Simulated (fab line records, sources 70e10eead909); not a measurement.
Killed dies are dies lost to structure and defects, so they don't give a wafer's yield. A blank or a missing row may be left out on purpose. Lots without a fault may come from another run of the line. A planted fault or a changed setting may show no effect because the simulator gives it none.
A struck lot beside a sound one | flow nand_harc | 39 steps out of a route of 1159
Sound: wafers L702.3, L702.5, L702.6. Struck: wafers L704.1, L704.2, L704.6. The cause comes at the end.
At each step with rows: each side's tool, then ch and its chambers, then its first start. Under that, the readings that differ: sound wafers | struck wafers | difference of the means | sigmas: that difference in standard deviations of wafers without a fault.
alike: readings whose means differ by less than 2 such deviations, and words and numbers that are the same on both sides. not compared: withheld readings, readings that some wafer has no value for, bounds like >300 that may hide the same value, and numbers for which the record gives no deviation and whose values overlap.
The two part at a step that has a row with sigmas, a row that says differs or no value, or rows on one side only. Numbers that don't overlap but have no deviation are shown without sigmas and don't part them. A reading that every wafer of one side lacks parts them only if that side has two wafers or more.

first, 11 steps without rows for these wafers: NHARC_A_CONTACT_DESCUM_74 (chemistry O2, time 3 s); NHARC_A_CONTACT_ETCH_75 (etches the open film in CF4, target depth 39 nm, time 65 s); NHARC_A_CONTACT_ETCH_76 (etches the open film in N2/H2, target depth 260 nm, time 475.3 s); NHARC_A_CONTACT_ETCH_77 (etches the open film in CF4/CHF3, target depth 72.6 nm, time 36.3 s); NHARC_A_CONTACT_ETCH_78 (etches the open film in O2/COS, target depth 2800 nm, time 728 s); NHARC_A_CONTACT_ETCH_124 (etches the open film in C4F8/O2/Ar, time 140 s, target depth 700 nm); NHARC_A_CONTACT_ETCH_125 (etches the open film in C4F8/O2/Ar, time 155 s, target depth 956 nm); NHARC_A_CONTACT_ETCH_126 (etches the open film in C4F8/O2/Ar, time 155 s, target depth 956 nm); NHARC_A_CONTACT_ETCH_127 (etches the open film in C4F8/O2/Ar, time 155 s, target depth 956 nm); NHARC_A_CONTACT_ETCH_128 (etches the open film in C4F8/O2/Ar, time 155 s, target depth 956 nm); NHARC_A_CONTACT_ETCH_129 (etches the open film in C4F8/O2/Ar, time 155 s, target depth 956 nm).
NHARC_A_CONTACT_ETCH_130: etches the open film in C4F8/O2/Ar, time 155 s, target depth 956 nm.
  sound on har_cap_etch-02 ch 0,1, day 18 19:17; struck on har_cap_etch-02 ch 0,1, day 19 05:43
  alike: chamber_pressure_mTorr
  not compared: rf_hours_counter_h
then, 23 steps without rows for these wafers: NHARC_A_CONTACT_ETCH_131 (etches the open film in C4F8/O2/Ar, time 155 s, target depth 956 nm); NHARC_A_CONTACT_ETCH_132 (etches the open film in C4F8/O2/Ar, time 156 s, target depth 958 nm); NHARC_A_CONTACT_ETCH_133 (etches the open film in C4F8/O2/Ar, time 195 s, target depth 840 nm); NHARC_A_CONTACT_ETCH_91 (etches the open film in CH3F/O2, target depth 40 nm, time 85.7 s); NHARC_A_CONTACT_ETCH_97 (etches the open film in C4F6/O2, target depth 20 nm, time 10 s); NHARC_A_CONTACT_STRIP_103 (strips in N2/H2); NHARC_A_CONTACT_STRIP_104 (strips in CF4/CHF3); NHARC_A_CONTACT_STRIP_105 (strips in O2/COS); NHARC_A_CONTACT_ETCH_106 (etches the open film in CF4/O2, target depth 60 nm, overetch 6 nm, time 33 s); NHARC_A_CONTACT_STRIP_82 (strips in O2); NHARC_A_CONTACT_STRIP_83 (strips in post etch residue remover, time 600 s); NHARC_A_CONTACT_DEP_84 (deposits aC, target thk 2000 nm); NHARC_A_CONTACT_DEP_85 (deposits SiON, target thk 50 nm); NHARC_A_CONTACT_DEHYDRATE_00 (time 120 s); NHARC_A_CONTACT_HMDS_01 (time 30 s); NHARC_A_CONTACT_COAT_86 (time 75 s); NHARC_A_CONTACT_COAT_87 (time 65 s); NHARC_A_CONTACT_COAT_02 (resist thk 90 nm); NHARC_A_CONTACT_SOFTBAKE_03 (time 55 s); NHARC_A_CONTACT_EBR_04; NHARC_A_CONTACT_EXPOSE_05 (exposes mask A CC); NHARC_A_CONTACT_PEB_06 (peb time 65 s); NHARC_A_CONTACT_DEVELOP_07 (develop time 35 s).
NHARC_A_CONTACT_DESCUM_13: chemistry O2, time 3 s.
  sound on rie_diel-05 ch 0,2,3, day 19 00:00; struck on rie_diel-05 ch 0,1,2, day 19 14:47
  reading | sound | struck                                                                     | difference                   | sigmas
  hold    | - - - | await_dispo/4.0h/release await_dispo/4.0h/release await_dispo/4.0h/release | no value on the sound wafers |
  alike: chamber_pressure_mTorr, drypump_motor_current_A, oes_product_au, rf_vpp_V, showerhead_plenum_p_Torr, throttle_valve_pct
  not compared: rf_hours_counter_h
then, 1 step without rows for these wafers: NHARC_A_CONTACT_ETCH_88 (etches the open film in CF4, target depth 39 nm, time 65 s).
NHARC_A_M0_DESCUM_14: chemistry O2, time 3 s.
  sound on rie_diel-10 ch 0,1, day 19 18:16; struck on rie_diel-04 ch 0,2, day 20 18:56
  reading                         | sound          | struck         | difference | sigmas
  showerhead_plenum_p_Torr (Torr) | 2.05 2.04 2.05 | 1.85 1.86 1.86 | -0.19      | -2
  alike: chamber_pressure_mTorr, drypump_motor_current_A, oes_product_au, rf_vpp_V, throttle_valve_pct
  not compared: rf_hours_counter_h, model.A_M0.cd_nm
NHARC_END_SORT_01:
  the record has rows for the struck wafers here (prober-01 ch 0, day 22 14:18) and none for the sound ones

WHERE THEY PART
First at NHARC_A_CONTACT_DESCUM_13; last, within this record, at NHARC_END_SORT_01.

WHY: what the simulator had put in
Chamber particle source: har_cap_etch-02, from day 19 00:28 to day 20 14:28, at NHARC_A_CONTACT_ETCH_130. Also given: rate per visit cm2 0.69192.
